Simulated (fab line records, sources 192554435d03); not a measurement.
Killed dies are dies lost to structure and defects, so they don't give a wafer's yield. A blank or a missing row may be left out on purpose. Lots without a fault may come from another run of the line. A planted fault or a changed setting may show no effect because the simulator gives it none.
Which tool did it? | flow n5_finfet | 9 lots, 27 wafers sampled, at 5 steps of a route of 1938

WHAT THE GAUGES READ, wafer by wafer
N5_BEOL_M4_RC_MEAS_101. Usual: DIBL_N 36.3 mV/V, standard deviation 1.2; DIBL_P 36.3 mV/V, standard deviation 1.4; IOFF_N 0.157 nA/um, standard deviation 0.02; IOFF_P 0.22 nA/um, standard deviation 0.033; ION_N 675 uA/um, standard deviation 9.6; ION_P 465 uA/um, standard deviation 8.2; SS_N 71.4 mV/dec, standard deviation 0.45; SS_P 73.3 mV/dec, standard deviation 0.54; VT_N 249.8 mV, standard deviation 2.5; VT_P -249 mV, standard deviation 3.2.
lot  | measured     | on        | DIBL_N (mV/V)  | DIBL_P (mV/V)  | IOFF_N (nA/um)    | IOFF_P (nA/um) | ION_N (uA/um) | ION_P (uA/um) | SS_N (mV/dec)  | SS_P (mV/dec)  | VT_N (mV)         | VT_P (mV)      | flag
L426 | day 8 19:53  | prober-01 | 34.6 35.1 35.3 | 34.8 34.9 35.1 | 0.128 0.132 0.137 | 0.16 0.17 0.17 | 665 662 668   | 455 453 455   | 71.2 71.7 71.2 | 72.0 72.3 71.9 | 251.3 251.7 253.9 | -256 -253 -254 |
L427 | day 9 23:38  | prober-01 | 36.5 37.5 36.6 | 35.2 37.4 34.6 | 0.145 0.176 0.138 | 0.20 0.24 0.19 | 677 690 674   | 465 477 460   | 71.7 71.7 71.2 | 73.1 73.4 73.4 | 253.5 246.0 252.7 | -251 -247 -251 |
L429 | day 10 15:31 | prober-02 | 37.3 37.8 36.0 | 37.8 38.3 35.7 | 0.178 0.186 0.139 | 0.22 0.24 0.19 | 683 679 670   | 471 472 463   | 72.2 72.5 71.3 | 72.9 73.4 72.7 | 244.7 248.3 251.5 | -250 -250 -252 |
L432 | day 11 08:04 | prober-01 | 37.8 37.8 37.6 | 36.3 36.7 35.7 | 0.164 0.176 0.170 | 0.23 0.25 0.23 | 671 688 684   | 462 474 472   | 72.0 71.1 71.6 | 73.7 73.4 73.5 | 251.0 247.2 248.2 | -246 -245 -247 |
L433 | day 10 16:16 | prober-01 | 34.2 34.5 35.3 | 35.7 36.1 37.5 | 0.151 0.159 0.177 | 0.23 0.23 0.26 | 686 670 692   | 468 470 475   | 71.2 71.8 71.6 | 72.6 72.4 72.8 | 248.1 245.6 247.1 | -247 -248 -246 |
L441 | day 13 11:38 | prober-02 | 35.0 35.3 34.5 | 35.0 35.0 33.3 | 0.143 0.149 0.137 | 0.25 0.23 0.21 | 674 677 687   | 464 472 473   | 72.2 71.7 71.4 | 73.6 73.6 73.2 | 251.8 252.1 250.9 | -248 -247 -248 |
L443 | day 13 12:34 | prober-02 | 35.0 35.4 34.6 | 35.5 36.4 35.6 | 0.126 0.127 0.115 | 0.18 0.19 0.18 | 653 661 658   | 459 460 459   | 70.5 71.3 70.8 | 72.8 73.2 73.1 | 254.0 254.7 254.7 | -251 -251 -252 |
L444 | day 13 20:59 | prober-02 | 38.3 37.7 38.1 | 38.4 38.6 38.6 | 0.206 0.195 0.199 | 0.26 0.26 0.26 | 675 675 692   | 463 467 474   | 72.1 72.2 71.5 | 74.6 73.5 73.9 | 247.8 247.5 244.4 | -247 -249 -245 |
L447 | day 14 19:49 | prober-02 | 38.2 34.8 39.5 | 39.2 34.9 40.7 | 0.187 0.119 0.208 | 0.29 0.20 0.34 | 688 665 685   | 471 470 478   | 71.6 70.4 71.7 | 74.1 72.6 74.1 | 249.0 251.8 247.2 | -242 -248 -243 |

WHICH TOOL RAN EACH LOT (tool, then ch and the chambers of the sampled wafers, then the start)
lot  | N5_ILD0_CMP_03               | N5_ILD0_CMP_07               | N5_SDB_COAT_04                   | N5_SDB_HM_OPEN_20
L426 | cmp-02 ch 1,3, day 4 03:13   | cmp-04 ch 1,3, day 4 03:32   | litho_track-03 ch 0, day 4 07:09 | rie_diel-03 ch 0,3, day 4 07:55
L427 | cmp-04 ch 1,2, day 4 16:49   | cmp-04 ch 1,2, day 4 17:05   | litho_track-01 ch 0, day 4 20:45 | rie_diel-01 ch 0,1, day 4 21:26
L429 | cmp-02 ch 0,3, day 5 03:35   | cmp-02 ch 1,2, day 5 03:55   | litho_track-01 ch 0, day 5 07:34 | rie_diel-03 ch 0,1,2, day 5 08:19
L432 | cmp-03 ch 2,3, day 5 15:17   | cmp-02 ch 1,2, day 5 15:34   | litho_track-03 ch 0, day 5 19:14 | rie_diel-06 ch 1,3, day 5 19:59
L433 | cmp-04 ch 1,2, day 5 23:08   | cmp-04 ch 1,2,3, day 5 23:30 | litho_track-02 ch 0, day 6 03:05 | rie_diel-01 ch 0,1, day 6 03:38
L441 | cmp-04 ch 0,1,2, day 7 21:01 | cmp-02 ch 0,1,3, day 7 21:18 | litho_track-01 ch 0, day 8 00:55 | rie_diel-01 ch 0,3, day 8 02:19
L443 | cmp-03 ch 1,2, day 8 12:31   | cmp-02 ch 0,3, day 8 12:50   | litho_track-01 ch 0, day 8 16:29 | rie_diel-01 ch 0,1,3, day 8 17:10
L444 | cmp-02 ch 0,1,2, day 8 14:59 | cmp-02 ch 0,1,2, day 8 15:21 | litho_track-01 ch 0, day 8 18:53 | rie_diel-06 ch 0,1,3, day 8 19:36
L447 | cmp-04 ch 1,2, day 9 09:38   | cmp-03 ch 0,2,3, day 9 10:03 | litho_track-03 ch 0, day 9 13:40 | rie_diel-01 ch 0,3, day 9 14:37
- N5_ILD0_CMP_03: polishes, stops on SiNx, t overpolish 1.9 s, target thk 197.38 nm.
- N5_ILD0_CMP_07: polishes SiO2 flowable, stops on poly-Si, t overpolish 1.18 s, target thk 138.88 nm.
- N5_SDB_COAT_04: time 60 s, resist thk 18 nm.
- N5_SDB_HM_OPEN_20: chemistry CH3F/O2, target SiNx, stops on poly-Si, target depth 24 nm.

WHAT THE TOOLS THEMSELVES READ (means of the sampled wafers that have a number; where no wafer has one, the mark that the record gives instead)
N5_ILD0_CMP_03. Usual: motor_current_A 12.0 A, standard deviation 1.8; overpolish_run_s 1.901 s, standard deviation 0.0088; platen_rpm 51.79 rpm, standard deviation 0.036; time_to_endpoint_s 71 s, standard deviation 3.4.
lot  | tool   | motor_current_A (A) | overpolish_run_s (s) | platen_rpm (rpm) | time_to_endpoint_s (s) | flag
L426 | cmp-02 | 13.2                | 1.896                | 51.80            | 74                     |
L427 | cmp-04 | 10.5                | 1.888                | 51.78            | 70                     |
L429 | cmp-02 | 10.9                | 1.902                | 51.83            | 72                     |
L432 | cmp-03 | 11.2                | 1.902                | 51.76            | 72                     |
L433 | cmp-04 | 10.8                | 1.894                | 51.79            | 69                     |
L441 | cmp-04 | 11.6                | 1.898                | 51.81            | 70                     |
L443 | cmp-03 | 11.1                | 1.896                | 51.80            | 71                     |
L444 | cmp-02 | 13.0                | 1.904                | 51.80            | 75                     |
L447 | cmp-04 | 11.0                | 1.903                | 51.77            | 65                     |

N5_ILD0_CMP_07. Usual: motor_current_A 12.2 A, standard deviation 1.8; platen_rpm 51.80 rpm, standard deviation 0.032.
lot  | tool   | motor_current_A (A) | platen_rpm (rpm) | flag
L426 | cmp-04 | 11.1                | 51.82            |
L427 | cmp-04 | 11.0                | 51.80            |
L429 | cmp-02 | 14.5                | 51.81            |
L432 | cmp-02 | 14.3                | 51.81            |
L433 | cmp-04 | 10.9                | 51.81            |
L441 | cmp-02 | 11.9                | 51.78            |
L443 | cmp-02 | 11.1                | 51.81            |
L444 | cmp-02 | 13.2                | 51.80            |
L447 | cmp-03 | 11.4                | 51.79            |

N5_SDB_COAT_04. Usual: chill_plate_temp_C 22.99 C, standard deviation 0.11; dispense_pressure_kPa 50.7 kPa, standard deviation 1.7; run_length_s 66.14 s, standard deviation 0.17.
lot  | tool           | chill_plate_temp_C (C) | dispense_pressure_kPa (kPa) | run_length_s (s) | flag
L426 | litho_track-03 | 23.05                  | 53.3                        | 65.90            |
L427 | litho_track-01 | 22.92                  | 49.7                        | 66.30            |
L429 | litho_track-01 | 23.01                  | 49.6                        | 66.22            |
L432 | litho_track-03 | 22.84                  | 53.4                        | 65.87            |
L433 | litho_track-02 | 23.00                  | 49.7                        | 66.06            |
L441 | litho_track-01 | 22.87                  | 49.6                        | 66.37            |
L443 | litho_track-01 | 22.99                  | 49.6                        | 66.35            |
L444 | litho_track-01 | 23.03                  | 49.6                        | 74.04            | OFF
L447 | litho_track-03 | 22.96                  | 53.4                        | 66.05            |

N5_SDB_HM_OPEN_20. Usual: drypump_motor_current_A 5.8 A, standard deviation 0.41; oes_product_au 0.67 a.u., standard deviation 0.06; rf_vpp_V 298.3 V, standard deviation 2; showerhead_plenum_p_Torr 2.01 Torr, standard deviation 0.054; throttle_valve_pct 16.37 %, standard deviation 0.28.
lot  | tool        | drypump_motor_current_A (A) | oes_product_au (a.u.) | rf_vpp_V (V) | showerhead_plenum_p_Torr (Torr) | throttle_valve_pct (%) | flag
L426 | rie_diel-03 | 5.4                         | 0.60                  | 297.8        | 1.96                            | 16.54                  |
L427 | rie_diel-01 | 5.5                         | 0.73                  | 297.2        | 2.01                            | 16.12                  |
L429 | rie_diel-03 | 5.8                         | 0.69                  | 298.4        | 2.11                            | 16.33                  |
L432 | rie_diel-06 | 5.6                         | 0.70                  | 297.6        | 1.98                            | 16.40                  |
L433 | rie_diel-01 | 5.5                         | 0.71                  | 297.6        | 2.00                            | 16.13                  |
L441 | rie_diel-01 | 5.9                         | 0.76                  | 298.1        | 1.96                            | 16.07                  |
L443 | rie_diel-01 | 5.7                         | 0.72                  | 297.2        | 1.98                            | 16.14                  |
L444 | rie_diel-06 | 5.7                         | 0.66                  | 297.5        | 1.99                            | 16.39                  |
L447 | rie_diel-01 | 5.7                         | 0.72                  | 297.9        | 1.96                            | 16.35                  |

THE ANSWER, worked out from the rows above alone
Rule: a lot is off if the mean of its wafers that have a number lies more than 3 standard deviations from the usual mean. A lot without any number at a reading at which 4 lots or more have one is off too. The other lots that the step has rows for count as sound. The gauges are gone through in route order, then the tools' own readings, and for those a lot's mean is taken as printed above. The first step at which some lot is off is used, and at that step the reading that is off furthest; a lot without a number counts as furthest.
Off: L444, at N5_SDB_COAT_04 (run_length_s).
A tool fits if, at that step or a process step before it, it ran every lot that is off, and no sound lot after the first of them. Can't be told from this: 2 tools fit, cmp-02 at N5_ILD0_CMP_03 and N5_ILD0_CMP_07, litho_track-01 at N5_SDB_COAT_04.

WHAT THE SIMULATOR HAD PUT IN
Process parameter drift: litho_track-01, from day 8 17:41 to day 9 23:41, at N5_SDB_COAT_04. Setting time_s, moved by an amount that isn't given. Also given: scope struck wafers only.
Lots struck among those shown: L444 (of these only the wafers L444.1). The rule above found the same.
